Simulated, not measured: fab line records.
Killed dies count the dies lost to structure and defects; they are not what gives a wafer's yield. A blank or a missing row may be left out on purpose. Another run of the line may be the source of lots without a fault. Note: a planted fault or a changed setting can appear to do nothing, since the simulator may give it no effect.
Matching of chambers    flow nand-harc    NHARC_P_ZERO_WELL_ETCH_65 on rie-diel-09 has 4 sister chambers
The step etches the open film in N2/H2, target depth 80 nm, overetch 24 nm, time 87.88 s. 18 wafers are shown with their chamber, then 9 later ones without.

WAFERS PAIRED WITH THEIR CHAMBERS
wafer   chamber  drypump-motor-current-A (A)  showerhead-plenum-p-Torr (Torr)  rf-vpp-V (V)
L074.1  0        5.2                          2.07                             431.3
L074.3  1        5.5                          1.92                             428.5
L074.6  3        6.5                          2.16                             433.9
L075.2  2        5.7                          2.11                             432.9
L075.3  0        5.2                          2.07                             431.4
L075.4  1        5.5                          1.92                             427.6
L076.1  1        5.5                          1.92                             427.4
L076.2  2        5.7                          2.11                             431.5
L076.3  0        5.2                          2.07                             432.0
L083.2  3        6.5                          2.15                             432.2
L083.3  1        5.5                          1.91                             428.7
L083.6  2        5.8                          2.10                             432.9
L088.3  2        5.8                          2.10                             431.5
L088.4  3        6.5                          2.15                             432.8
L088.6  3        6.5                          2.15                             433.9
L089.1  2        5.7                          2.10                             433.3
L089.3  1        5.5                          1.91                             427.5
L089.4  0        5.2                          2.05                             430.9

SIGNATURES (averages over the wafers above)
reading                   chamber 0  chamber 1  chamber 2  chamber 3  scatter within a chamber
drypump-motor-current-A   5.200      5.500      5.740      6.500      0.0293
showerhead-plenum-p-Torr  2.0650     1.9160     2.1040     2.1525     0.00663
rf-vpp-V                  431.400    427.940    432.420    433.200    0.716
Rule: for a wafer and a chamber, the distance is found by dividing, reading by reading, the gap between the wafer's reading and the chamber's mean by the reading's scatter, squaring, summing and taking the root. If the next closest chamber is less than 2 further off than the closest, the wafer can't be placed; otherwise it belongs to the closest. The scatter is the square root of a quotient: the sum, over the shown wafers, of each reading's squared deviation from its chamber's mean, divided by wafers minus chambers.

WAFERS WITHOUT THEIR CHAMBER
wafer   drypump-motor-current-A (A)  showerhead-plenum-p-Torr (Torr)  rf-vpp-V (V)
L091.1  5.8                          2.10                             432.0
L091.3  5.5                          1.90                             426.9
L091.4  6.5                          2.14                             434.0
L094.2  5.2                          2.05                             431.5
L094.5  6.5                          2.14                             433.0
L094.6  5.2                          2.05                             429.8
L096.1  5.7                          2.09                             431.8
L096.5  5.5                          1.90                             427.2
L096.6  5.2                          2.04                             431.1

THE CHAMBER EACH PASSED THROUGH
wafer   from the rows above  in truth
L091.1  2                    2
L091.3  1                    1
L091.4  3                    3
L094.2  0                    0
L094.5  3                    3
L094.6  0                    0
L096.1  2                    2
L096.5  1                    1
L096.6  0                    0
Correct placement for 9 of the 9. From these rows, 0 cannot be placed. Wrongly placed: 0.
